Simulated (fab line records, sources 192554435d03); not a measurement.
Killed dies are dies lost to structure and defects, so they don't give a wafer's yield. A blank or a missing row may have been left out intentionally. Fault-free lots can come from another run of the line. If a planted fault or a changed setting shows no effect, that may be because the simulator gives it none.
Matching of chambers :: flow n5-finfet :: rie-diel-02 running N5_HKMG_FIN_ETCH_32: 4 sister chambers
The step etches SOC in N2/H2, target depth 240 nm, time 300 s. 8 wafers are shown with their chamber, then 6 later ones without.

EACH WAFER AND ITS CHAMBER
wafer: L223.3
chamber: 3
drypump-motor-current-A (A): 5.3
showerhead-plenum-p-Torr (Torr): 2.61

wafer: L224.3
chamber: 1
drypump-motor-current-A (A): 5.7
showerhead-plenum-p-Torr (Torr): 2.57

wafer: L224.4
chamber: 0
drypump-motor-current-A (A): 6.2
showerhead-plenum-p-Torr (Torr): 2.63

wafer: L224.5
chamber: 0
drypump-motor-current-A (A): 6.2
showerhead-plenum-p-Torr (Torr): 2.63

wafer: L225.2
chamber: 1
drypump-motor-current-A (A): 5.8
showerhead-plenum-p-Torr (Torr): 2.57

wafer: L225.5
chamber: 2
drypump-motor-current-A (A): 5.1
showerhead-plenum-p-Torr (Torr): 2.67

wafer: L226.2
chamber: 2
drypump-motor-current-A (A): 5.1
showerhead-plenum-p-Torr (Torr): 2.67

wafer: L226.3
chamber: 3
drypump-motor-current-A (A): 5.3
showerhead-plenum-p-Torr (Torr): 2.60

WAFERS WITH NO CHAMBER GIVEN
wafer: L226.6
drypump-motor-current-A (A): 5.1
showerhead-plenum-p-Torr (Torr): 2.67

wafer: L230.1
drypump-motor-current-A (A): 5.3
showerhead-plenum-p-Torr (Torr): 2.60

wafer: L230.3
drypump-motor-current-A (A): 5.8
showerhead-plenum-p-Torr (Torr): 2.57

wafer: L234.1
drypump-motor-current-A (A): 5.1
showerhead-plenum-p-Torr (Torr): 2.66

wafer: L234.2
drypump-motor-current-A (A): 5.3
showerhead-plenum-p-Torr (Torr): 2.60

wafer: L234.6
drypump-motor-current-A (A): 5.1
showerhead-plenum-p-Torr (Torr): 2.66

THE CHAMBER EACH PASSED THROUGH
wafer: L226.6
from the rows above: 2
in truth: 2

wafer: L230.1
from the rows above: 3
in truth: 3

wafer: L230.3
from the rows above: 1
in truth: 1

wafer: L234.1
from the rows above: 2
in truth: 2

wafer: L234.2
from the rows above: 3
in truth: 3

wafer: L234.6
from the rows above: 2
in truth: 2
Correctly placed: 6 of 6. From these rows, 0 cannot be placed. Placed wrongly: 0.
How it was worked out, from the rows above alone: a wafer's distance from a chamber is the root of the sum, over the readings, of the square of ((its reading less the chamber's mean) divided by the reading's scatter). The wafer belongs to the nearest chamber; if the next one is less than 2 further off, it can't be placed. For every chamber, the mean is computed from those of its wafers that are shown. How the scatter is found: for the shown wafers, subtract from each reading the mean of its chamber, square and add these, divide the total by (wafers less chambers), then take the root.
